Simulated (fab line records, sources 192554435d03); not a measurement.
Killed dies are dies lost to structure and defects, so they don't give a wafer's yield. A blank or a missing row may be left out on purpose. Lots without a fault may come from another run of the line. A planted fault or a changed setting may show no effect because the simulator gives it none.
fab line records | flow n5_finfet
record lots=24 wafers=72 last_day=17
route steps=1938 shown BEOL_M3@1006 BEOL_M4@1035 BEOL_M5@1129
lots that met no fault: from a run of the same line without faults
start_h: hours from the record's first day to the start of the lot's first wafer shown | wait_h: hours since the lot's step before | " the same as in the row above | L1.1+2: a row that stands for several wafers | - no value, or no start given | * or withheld: withheld | < > ~ a bound
route shown NAME@n: a module of which the file shows steps, and the number in the route of the first | usual: mean/standard deviation of fault-free wafers | same: alike in all rows | chamber/n: place in a boat | sites: the reading at each site | _std_site: their standard deviation | _edge_site: outer sites' mean less inner sites' | radius_mm: how far each site lies from the wafer's centre | mask NAME#n: copy n | behind: the tool/chamber that last shaped the wafer | hold: why the lot was held/for how many hours/how that ended | device: the transistor (n, p or np) that didn't switch | end of line: the same wafers' tests at the end of the route | a step without rows: its recipe alone | killed: dies lost to structure and defects at the first sort, not the wafer's yield | map: a wafer's dies, x killed, . not, _ none there
set.NAME: the setting as run; set.NAME@STEP: as run at that earlier step | model.NAME: the simulator's own value behind a step, which no gauge read
steps of the route over a sample of lots; a table a step, a row a wafer
services: from which hour (start_h, from the record's first day; less than 0 if before it) a tool's chamber was out of use, for how many hours, and why
## steps
# step N5_BEOL_M3_SPUTTER_92
# recipe material=Cu target_thk_a=45 temp_c=-20 chamber_pressure_pa=0.07 power_w=withheld time_s=8.29
# usual throttle_valve_pct=29.6/1.2
# columns lot.wafer tool chamber start_h wait_h throttle_valve_pct
L074.2 pvd_sputter-01 - 156.83 0.1 30.1
L074.5 " - " " 31.3
L074.6 " - " " 29.1
L077.1 pvd_sputter-01 - 160.11 0.1 31.4
L077.3 " - " " 29.3
L077.5 " - " " 28.2
L075.3 pvd_sputter-02 - 161.68 0.1 29.6
L075.4 " - " " 29.7
L075.5 " - " " 29.5
L076.2 pvd_sputter-02 - 164.96 0.1 29.4
L076.4 " - " " 29.8
L076.6 " - " " 29.3
L079.1 pvd_sputter-01 - 187.09 0.1 30.1
L079.4 " - " " 29.2
L079.6 " - " " 31.4
L080.1 pvd_sputter-01 - 190.34 0.1 28.8
L080.3 " - " " 31.0
L080.6 " - " " 28.3
L078.1 pvd_sputter-03 - 191.51 0.1 29.5
L078.3 " - " " 31.2
L078.6 " - " " 31.4
L081.1 pvd_sputter-01 - 192.18 0.1 31.2
L081.4 " - " " 28.9
L081.6 " - " " 29.1
L082.1 pvd_sputter-02 - 193.13 0.1 29.2
L082.4 " - " " 29.9
L082.6 " - " " 29.5
L083.1 pvd_sputter-03 - 201.02 0.1 31.4
L083.2 " - " " 32.0
L083.4 " - " " 27.9
L084.3 pvd_sputter-01 - 203.38 0.1 29.0
L084.5 " - " " 30.1
L084.6 " - " " 28.3
L085.2 pvd_sputter-02 - 220.89 0.1 29.7
L085.4 " - " " 28.0
L085.6 " - " " 29.9
L086.1 pvd_sputter-01 - 225.30 0.1 28.5
L086.2 " - " " 30.4
L086.4 " - " " 31.2
L087.2 pvd_sputter-02 - 235.69 0.1 29.4
L087.5 " - " " 29.4
L087.6 " - " " 29.5
L088.2 pvd_sputter-02 - 241.47 0.1 28.0
L088.3 " - " " 29.9
L088.5 " - " " 29.5
L090.1 pvd_sputter-01 - 245.15 0.1 29.2
L090.3 " - " " 31.4
L090.6 " - " " 28.6
L089.2 pvd_sputter-01 - 251.85 0.1 28.3
L089.3 " - " " 30.1
L089.6 " - " " 31.1
L091.4 pvd_sputter-02 - 253.97 0.1 29.3
L091.5 " - " " 29.6
L091.6 " - " " 27.8
L092.1 pvd_sputter-02 - 257.27 0.1 29.8
L092.4 " - " " 29.8
L092.6 " - " " 29.5
L093.1 pvd_sputter-02 - 267.72 0.1 29.7
L093.4 " - " " 29.3
L093.5 " - " " 29.8
L094.2 pvd_sputter-03 - 273.83 0.1 31.4
L094.3 " - " " 32.4
L094.4 " - " " 29.9
L095.1 pvd_sputter-02 - 280.30 0.1 28.0
L095.3 " - " " 29.4
L095.4 " - " " 29.8
L096.2 pvd_sputter-03 - 287.07 0.1 32.1
L096.3 " - " " 29.8
L096.6 " - " " 31.9
L097.1 pvd_sputter-03 - 292.59 0.1 32.3
L097.4 " - " " 29.8
L097.5 " - " " 27.8
# step N5_BEOL_M3_INSPECT_59
# recipe inspect_instrument=darkfield mode=post_dep
# usual raw_defect_count=76/23
# columns lot.wafer tool chamber start_h wait_h raw_defect_count
L074.2 defect_inspect-01 - 158.37 0.0 90
L074.5 " - " " 122
L074.6 " - " " 101
L077.1 defect_inspect-02 - 162.19 0.0 144
L077.3 " - " " 86
L077.5 " - " " 69
L075.3 defect_inspect-01 - 163.38 0.0 45
L075.4 " - " " 74
L075.5 " - " " 77
L076.2 defect_inspect-01 - 166.53 0.0 75
L076.4 " - " " 123
L076.6 " - " " 91
L079.1 defect_inspect-02 - 189.13 0.0 81
L079.4 " - " " 94
L079.6 " - " " 58
L080.1 defect_inspect-02 - 191.96 0.0 75
L080.3 " - " " 80
L080.6 " - " " 98
L078.1 defect_inspect-01 - 193.02 0.0 51
L078.3 " - " " 51
L078.6 " - " " 102
L081.1 defect_inspect-01 - 193.70 0.0 80
L081.4 " - " " 64
L081.6 " - " " 43
L082.1 defect_inspect-01 - 194.73 0.0 50
L082.4 " - " " 74
L082.6 " - " " 46
L083.1 defect_inspect-01 - 202.63 0.0 52
L083.2 " - " " 55
L083.4 " - " " 65
L084.3 defect_inspect-02 - 204.90 0.0 68
L084.5 " - " " 52
L084.6 " - " " 92
L085.2 defect_inspect-02 - 222.49 0.0 52
L085.4 " - " " 85
L085.6 " - " " 56
L086.1 defect_inspect-02 - 226.88 0.0 82
L086.2 " - " " 73
L086.4 " - " " 57
L087.2 defect_inspect-02 - 237.21 0.0 55
L087.5 " - " " 62
L087.6 " - " " 46
L088.2 defect_inspect-02 - 243.09 0.0 75
L088.3 " - " " 77
L088.5 " - " " 62
L090.1 defect_inspect-01 - 246.68 0.0 87
L090.3 " - " " 100
L090.6 " - " " 82
L089.2 defect_inspect-02 - 253.36 0.0 72
L089.3 " - " " 73
L089.6 " - " " 57
L091.4 defect_inspect-02 - 255.48 0.0 45
L091.5 " - " " 54
L091.6 " - " " 51
L092.1 defect_inspect-02 - 258.79 0.0 77
L092.4 " - " " 61
L092.6 " - " " 103
L093.1 defect_inspect-02 - 269.26 0.0 72
L093.4 " - " " 105
L093.5 " - " " 94
L094.2 defect_inspect-02 - 275.38 0.0 51
L094.3 " - " " 59
L094.4 " - " " 65
L095.1 defect_inspect-01 - 281.81 0.0 116
L095.3 " - " " 92
L095.4 " - " " 78
L096.2 defect_inspect-02 - 288.60 0.0 65
L096.3 " - " " 60
L096.6 " - " " 67
L097.1 defect_inspect-02 - 294.14 0.0 100
L097.4 " - " " 92
L097.5 " - " " 80
# step N5_BEOL_M4_OVL_MEAS_12
# recipe points_per_wafer=522
# usual M4_OVL=-0.4/0.73
# columns lot.wafer tool chamber start_h wait_h M4_OVL[nm]
L074.2 overlay-01 0 161.04 0.0 -0.2
L074.5 " 0 " " -0.5
L074.6 " 0 " " -0.8
L077.1 overlay-02 0 163.27 0.0 -0.3
L077.3 " 0 " " -0.3
L077.5 " 0 " " -0.4
L075.3 overlay-01 0 164.64 0.0 -1.0
L075.4 " 0 " " -1.5
L075.5 " 0 " " 0.0
L076.2 overlay-02 0 168.05 0.0 -0.1
L076.4 " 0 " " -0.1
L076.6 " 0 " " 0.7
L079.1 overlay-01 0 190.40 0.0 -0.2
L079.4 " 0 " " 0.1
L079.6 " 0 " " 0.8
L080.1 overlay-01 0 193.23 0.0 -0.8
L080.3 " 0 " " 0.6
L080.6 " 0 " " -0.4
L078.1 overlay-01 0 193.64 0.0 0.3
L078.3 " 0 " " -0.5
L078.6 " 0 " " -0.1
L081.1 overlay-02 0 195.81 0.0 -1.3
L081.4 " 0 " " -0.6
L081.6 " 0 " " 0.2
L082.1 overlay-02 0 196.23 0.0 0.5
L082.4 " 0 " " -0.3
L082.6 " 0 " " -0.3
L083.1 overlay-01 0 203.51 0.0 0.5
L083.2 " 0 " " -0.5
L083.4 " 0 " " -0.7
L084.3 overlay-01 0 206.09 0.0 0.3
L084.5 " 0 " " 0.0
L084.6 " 0 " " 1.5
L085.2 overlay-02 0 225.25 0.0 -1.2
L085.4 " 0 " " -1.7
L085.6 " 0 " " -0.1
L086.1 overlay-01 0 229.63 0.0 -1.1
L086.2 " 0 " " -0.2
L086.4 " 0 " " -0.3
L087.2 overlay-01 0 237.84 0.0 0.1
L087.5 " 0 " " 0.4
L087.6 " 0 " " -0.2
L088.2 overlay-01 0 244.07 0.0 -0.2
L088.3 " 0 " " 0.1
L088.5 " 0 " " -1.0
L090.1 overlay-02 0 248.38 0.0 -1.0
L090.3 " 0 " " -2.0
L090.6 " 0 " " -1.0
L089.2 overlay-02 0 254.97 0.0 -0.3
L089.3 " 0 " " -0.9
L089.6 " 0 " " -0.3
L091.4 overlay-01 0 259.07 0.0 -0.4
L091.5 " 0 " " -1.1
L091.6 " 0 " " 0.2
L092.1 overlay-01 0 259.66 0.0 1.5
L092.4 " 0 " " 0.6
L092.6 " 0 " " -0.7
L093.1 overlay-01 0 272.14 0.0 0.4
L093.4 " 0 " " -0.5
L093.5 " 0 " " 0.6
L094.2 overlay-02 0 277.89 0.0 -0.4
L094.3 " 0 " " -0.5
L094.4 " 0 " " 0.4
L095.1 overlay-01 0 283.10 0.0 -1.6
L095.3 " 0 " " -1.1
L095.4 " 0 " " -1.3
L096.2 overlay-01 0 290.93 0.0 -0.5
L096.3 " 0 " " -0.9
L096.6 " 0 " " -0.8
L097.1 overlay-01 0 296.94 0.0 -1.0
L097.4 " 0 " " 0.5
L097.5 " 0 " " -1.2
# step N5_BEOL_M4_CD_MEAS_18
# recipe pitch_nm=36 target_cd_nm=18
# usual cd_nm=18.05/0.27
# columns lot.wafer tool chamber start_h wait_h cd_nm
L074.2 cd_sem-03 - 161.56 0.1 17.65
L074.5 " - " " 18.14
L074.6 " - " " 17.99
L077.1 cd_sem-01 - 163.91 0.0 18.42
L077.3 " - " " 17.88
L077.5 " - " " 18.01
L075.3 cd_sem-01 - 165.22 0.1 18.90
L075.4 " - " " 18.35
L075.5 " - " " 18.44
L076.2 cd_sem-02 - 168.89 0.1 17.97
L076.4 " - " " 17.67
L076.6 " - " " 17.77
L079.1 cd_sem-02 - 191.67 0.0 17.48
L079.4 " - " " 17.74
L079.6 " - " " 17.69
L080.1 cd_sem-01 - 195.24 0.0 18.28
L080.3 " - " " 17.69
L080.6 " - " " 18.16
L078.1 cd_sem-03 - 195.75 0.0 17.73
L078.3 " - " " 17.49
L078.6 " - " " 17.55
L081.1 cd_sem-03 - 197.58 0.0 18.19
L081.4 " - " " 18.19
L081.6 " - " " 18.10
L082.1 cd_sem-01 - 199.09 0.0 17.79
L082.4 " - " " 18.06
L082.6 " - " " 17.84
L083.1 cd_sem-01 - 204.52 0.0 18.22
L083.2 " - " " 18.11
L083.4 " - " " 18.39
L084.3 cd_sem-03 - 206.68 0.1 18.08
L084.5 " - " " 17.74
L084.6 " - " " 17.91
L085.2 cd_sem-03 - 226.26 0.1 18.18
L085.4 " - " " 18.41
L085.6 " - " " 18.43
L086.1 cd_sem-03 - 230.65 0.0 17.87
L086.2 " - " " 17.87
L086.4 " - " " 18.42
L087.2 cd_sem-02 - 238.60 0.1 17.97
L087.5 " - " " 18.21
L087.6 " - " " 17.70
L088.2 cd_sem-02 - 244.59 0.1 18.15
L088.3 " - " " 18.21
L088.5 " - " " 18.28
L090.1 cd_sem-02 - 248.94 0.0 18.01
L090.3 " - " " 18.18
L090.6 " - " " 18.31
L089.2 cd_sem-01 - 256.35 0.1 18.12
L089.3 " - " " 18.18
L089.6 " - " " 18.03
L091.4 cd_sem-02 - 259.58 0.1 17.79
L091.5 " - " " 17.98
L091.6 " - " " 18.07
L092.1 cd_sem-03 - 260.21 0.0 18.26
L092.4 " - " " 18.36
L092.6 " - " " 17.82
L093.1 cd_sem-02 - 272.84 0.0 18.19
L093.4 " - " " 18.15
L093.5 " - " " 18.43
L094.2 cd_sem-01 - 278.49 0.1 18.19
L094.3 " - " " 18.23
L094.4 " - " " 18.12
L095.1 cd_sem-01 - 283.64 0.0 18.51
L095.3 " - " " 17.92
L095.4 " - " " 17.97
L096.2 cd_sem-02 - 291.55 0.1 17.79
L096.3 " - " " 17.75
L096.6 " - " " 18.24
L097.1 cd_sem-02 - 297.57 0.0 18.02
L097.4 " - " " 18.35
L097.5 " - " " 18.41
# step N5_BEOL_M4_RS_MEAS_58
# recipe thk_meas_gauge=four-point-probe reads=Co_of_BEOL_M4_CO_CAP_55+Cu_of_BEOL_M4_ECD_50+Co_of_BEOL_M4_CVD_47+TaN_of_BEOL_M4_ALD_84
# usual M4_RS=0.663/0.027
# columns lot.wafer tool chamber start_h wait_h M4_RS[ohm/sq]
L074.2 film_metro-02 - 168.05 0.1 0.657
L074.5 " - " " 0.644
L074.6 " - " " 0.636
L077.1 film_metro-02 - 173.04 0.0 0.637
L077.3 " - " " 0.632
L077.5 " - " " 0.624
L075.3 film_metro-01 - 173.19 0.1 0.651
L075.4 " - " " 0.727
L075.5 " - " " 0.727
L076.2 film_metro-01 - 177.96 0.1 0.667
L076.4 " - " " 0.651
L076.6 " - " " 0.735
L079.1 film_metro-02 - 199.59 0.0 0.643
L079.4 " - " " 0.671
L079.6 " - " " 0.623
L080.1 film_metro-01 - 201.49 0.0 0.651
L080.3 " - " " 0.655
L080.6 " - " " 0.656
L078.1 film_metro-01 - 203.18 0.1 0.628
L078.3 " - " " 0.702
L078.6 " - " " 0.676
L081.1 film_metro-01 - 205.70 0.1 0.685
L081.4 " - " " 0.703
L081.6 " - " " 0.671
L082.1 film_metro-01 - 206.39 0.1 0.659
L082.4 " - " " 0.650
L082.6 " - " " 0.658
L083.1 film_metro-01 - 211.21 0.1 0.629
L083.2 " - " " 0.677
L083.4 " - " " 0.691
L084.3 film_metro-02 - 214.77 0.1 0.629
L084.5 " - " " 0.651
L084.6 " - " " 0.634
L085.2 film_metro-02 - 233.84 0.1 0.634
L085.4 " - " " 0.665
L085.6 " - " " 0.646
L086.1 film_metro-02 - 237.08 0.0 0.634
L086.2 " - " " 0.701
L086.4 " - " " 0.673
L087.2 film_metro-01 - 247.13 0.1 0.634
L087.5 " - " " 0.659
L087.6 " - " " 0.748
L088.2 film_metro-01 - 251.75 0.1 0.645
L088.3 " - " " 0.667
L088.5 " - " " 0.654
L090.1 film_metro-01 - 255.57 0.0 0.643
L090.3 " - " " 0.616
L090.6 " - " " 0.655
L089.2 film_metro-01 - 263.33 0.1 0.652
L089.3 " - " " 0.663
L089.6 " - " " 0.696
L091.4 film_metro-01 - 268.28 0.0 0.679
L091.5 " - " " 0.662
L091.6 " - " " 0.667
L092.1 film_metro-02 - 271.05 0.0 0.626
L092.4 " - " " 0.627
L092.6 " - " " 0.629
L093.1 film_metro-01 - 281.06 0.0 0.651
L093.4 " - " " 0.628
L093.5 " - " " 0.656
L094.2 film_metro-01 - 286.44 0.1 0.616
L094.3 " - " " 0.620
L094.4 " - " " 0.657
L095.1 film_metro-01 - 289.11 0.0 0.663
L095.3 " - " " 0.700
L095.4 " - " " 0.724
L096.2 film_metro-02 - 301.62 0.1 0.681
L096.3 " - " " 0.697
L096.6 " - " " 0.670
L097.1 film_metro-01 - 306.52 0.0 0.684
L097.4 " - " " 0.669
L097.5 " - " " 0.656
# step N5_BEOL_M5_DESCUM_16
# recipe chemistry=O2 time_s=7 source_power_w=50 bias_power_w=20 pressure_mtorr=20 rf_frequency_hz=2.712e+07 temp_c=40 resist=CAR-EUV o2_flow_sccm=225
# usual drypump_motor_current_A=5.6/0.56 oes_product_au=0.80/0.099 rf_vpp_V=243.5/1.5 showerhead_plenum_p_Torr=2.12/0.087 throttle_valve_pct=20.36/0.21
# columns lot.wafer tool chamber start_h wait_h drypump_motor_current_A oes_product_au rf_hours_counter_h rf_vpp_V showerhead_plenum_p_Torr throttle_valve_pct
L074.2 rie_diel-05 0 170.25 0.0 4.7 0.87 35 242.3 2.04 20.14
L074.5 " 2 " " 6.2 0.73 - 241.1 2.01 20.62
L074.6 " 3 " " 6.8 0.78 - 243.0 2.00 20.40
L077.1 rie_diel-03 0 175.47 0.0 5.4 0.71 227 244.1 2.16 20.41
L077.3 " 3 " " 5.2 0.77 123 241.2 1.93 20.20
L077.5 " 0 " " 5.4 0.70 - 245.3 2.16 20.43
L075.3 rie_diel-01 1 175.69 0.0 5.8 0.92 28 244.1 2.23 20.23
L075.4 " 1 " " 5.8 0.92 - 246.2 2.23 20.21
L075.5 " 3 " " 4.8 0.67 - 242.8 2.14 20.34
L076.2 rie_diel-01 2 180.53 0.1 6.4 0.74 184 242.6 2.16 20.71
L076.4 " 1 " " 5.8 0.93 - 245.6 2.23 20.21
L076.6 " 0 " " 6.0 0.68 - 243.1 2.15 20.63
L079.1 rie_diel-03 2 202.23 0.0 5.2 0.74 157 244.2 2.18 20.35
L079.4 " 1 " " 5.5 0.73 179 245.4 2.17 20.34
L079.6 " 1 " " 5.5 0.73 - 243.0 2.17 20.32
L080.1 rie_diel-03 2 204.11 0.4 5.2 0.74 158 243.4 2.18 20.36
L080.3 " 0 " " 5.3 0.70 234 243.9 2.16 20.44
L080.6 " 2 " " 5.2 0.74 - 244.6 2.18 20.34
L078.1 rie_diel-03 0 206.20 0.1 5.4 0.70 235 244.9 2.16 20.43
L078.3 " 2 " " 5.2 0.74 158 245.0 2.18 20.36
L078.6 " 2 " " 5.1 0.73 - 243.7 2.18 20.37
L081.1 rie_diel-01 2 211.33 0.2 6.3 0.74 194 243.9 2.15 20.71
L081.4 " 1 " " 5.8 0.89 - 244.3 2.22 20.25
L081.6 " 3 " " 4.9 0.97 - 243.4 2.14 19.99
L082.1 rie_diel-03 1 211.67 0.5 5.5 0.74 183 245.2 2.17 20.32
L082.4 " 3 " " 5.3 0.76 133 240.9 1.93 20.23
L082.6 " 1 " " 5.5 0.74 - 243.7 2.17 20.30
L083.1 rie_diel-01 1 213.89 0.0 5.8 0.89 43 246.1 2.22 20.22
L083.2 " 2 " " 6.4 0.73 195 245.5 2.15 20.72
L083.4 " 1 " " 5.8 0.89 - 243.6 2.22 20.23
L084.3 rie_diel-05 0 217.96 0.0 4.7 0.86 51 242.0 2.03 20.16
L084.5 " 2 " " 6.2 0.71 - 240.7 2.01 20.65
L084.6 " 1 " " 6.1 0.97 - 242.0 2.06 20.34
L085.2 rie_diel-01 3 237.34 0.1 4.9 0.93 13 244.1 2.14 19.99
L085.4 " 0 " " 6.0 1.00 4 242.6 2.15 20.31
L085.6 " 1 " " 5.8 0.88 - 244.8 2.22 20.25
L086.1 rie_diel-01 1 239.76 0.0 5.8 0.87 52 244.6 2.22 20.26
L086.2 " 2 " " 6.4 0.71 204 243.8 2.15 20.74
L086.4 " 0 " " 6.0 0.98 5 244.3 2.15 20.33
L087.2 rie_diel-01 1 251.59 0.0 5.8 0.87 56 243.7 2.22 20.24
L087.5 " 0 " " 6.0 0.98 - 242.3 2.15 20.34
L087.6 " 1 " " 5.8 0.86 - 245.3 2.22 20.26
L088.2 rie_diel-01 0 254.75 0.0 6.0 0.97 10 244.1 2.15 20.34
L088.3 " 1 " " 5.8 0.88 57 243.7 2.22 20.26
L088.5 " 3 " " 4.9 0.92 - 243.4 2.13 20.02
L090.1 rie_diel-05 3 260.05 0.7 6.8 0.74 171 242.4 1.99 20.44
L090.3 " 1 " " 6.0 0.92 17 242.0 2.05 20.37
L090.6 " 1 " " 6.0 0.92 - 242.8 2.05 20.38
L089.2 rie_diel-05 1 266.74 0.0 6.0 0.92 19 243.1 2.05 20.38
L089.3 " 3 " " 6.8 0.75 172 243.2 1.99 20.44
L089.6 " 3 " " 6.8 0.75 - 241.3 1.99 20.44
L091.4 rie_diel-01 0 272.57 0.1 6.0 0.95 16 245.1 2.14 20.33
L091.5 " 2 " " 6.4 0.72 - 242.7 2.15 20.73
L091.6 " 1 " " 5.8 0.86 - 243.7 2.21 20.26
L092.1 rie_diel-03 1 275.03 0.0 5.4 0.71 205 244.3 2.16 20.35
L092.4 " 1 " " 5.5 0.72 - 244.5 2.16 20.34
L092.6 " 2 " " 5.2 0.73 - 245.0 2.18 20.38
L093.1 rie_diel-03 3 283.77 0.0 5.2 0.74 158 240.3 1.92 20.24
L093.4 " 1 " " 5.5 0.72 209 243.4 2.16 20.33
L093.5 " 2 " " 5.2 0.73 - 243.0 2.17 20.38
L094.2 rie_diel-01 0 290.69 0.0 6.0 0.94 23 244.5 2.14 20.36
L094.3 " 3 " " 4.9 0.90 31 245.2 2.13 20.03
L094.4 " 2 " " 6.3 0.72 211 243.9 2.15 20.74
L095.1 rie_diel-05 0 292.37 0.1 4.7 0.82 74 243.0 2.02 20.20
L095.3 " 1 " " 6.0 0.91 27 241.7 2.05 20.41
L095.4 " 3 " " 6.8 0.73 181 242.0 1.99 20.44
L096.2 rie_diel-03 3 303.88 0.1 5.2 0.73 166 241.6 1.91 20.25
L096.3 " 2 " " 5.2 0.72 188 244.8 2.17 20.40
L096.6 " 0 " " 5.3 0.97 - 243.2 2.15 20.12
L097.1 rie_diel-01 0 309.26 0.1 6.0 0.93 29 243.3 2.14 20.37
L097.4 " 3 " " 4.9 0.89 38 244.0 2.13 20.03
L097.5 " 3 " " 4.9 0.89 - 244.5 2.13 20.04
## services
# columns tool chamber start_h hours kind
rie_diel-01 3 132.83 3.4 repair
rie_diel-03 - 137.82 2.8 pm
rie_diel-01 0 171.33 5.5 repair
rie_diel-01 3 177.07 - clean
rie_diel-01 3 177.07 - consumable_replace:focus_ring
rie_diel-01 3 177.07 20.5 scheduled_down
rie_diel-01 3 177.07 20.5 vent_cycle
rie_diel-05 1 180.70 - clean
rie_diel-05 1 180.70 - consumable_replace:focus_ring
rie_diel-01 0 197.61 - clean
rie_diel-01 0 197.61 - consumable_replace:focus_ring
rie_diel-01 0 197.61 26.5 scheduled_down
rie_diel-01 0 197.61 26.5 vent_cycle
rie_diel-01 - 202.49 2.8 pm
rie_diel-01 2 247.19 13.3 repair
rie_diel-03 2 251.67 11.3 repair
rie_diel-03 0 263.00 - clean
rie_diel-03 0 263.00 - consumable_replace:focus_ring
rie_diel-03 0 263.00 18.7 scheduled_down
rie_diel-03 0 263.00 18.7 vent_cycle
rie_diel-01 2 276.08 10.4 repair
rie_diel-03 1 291.76 7.9 repair
## key
fault none
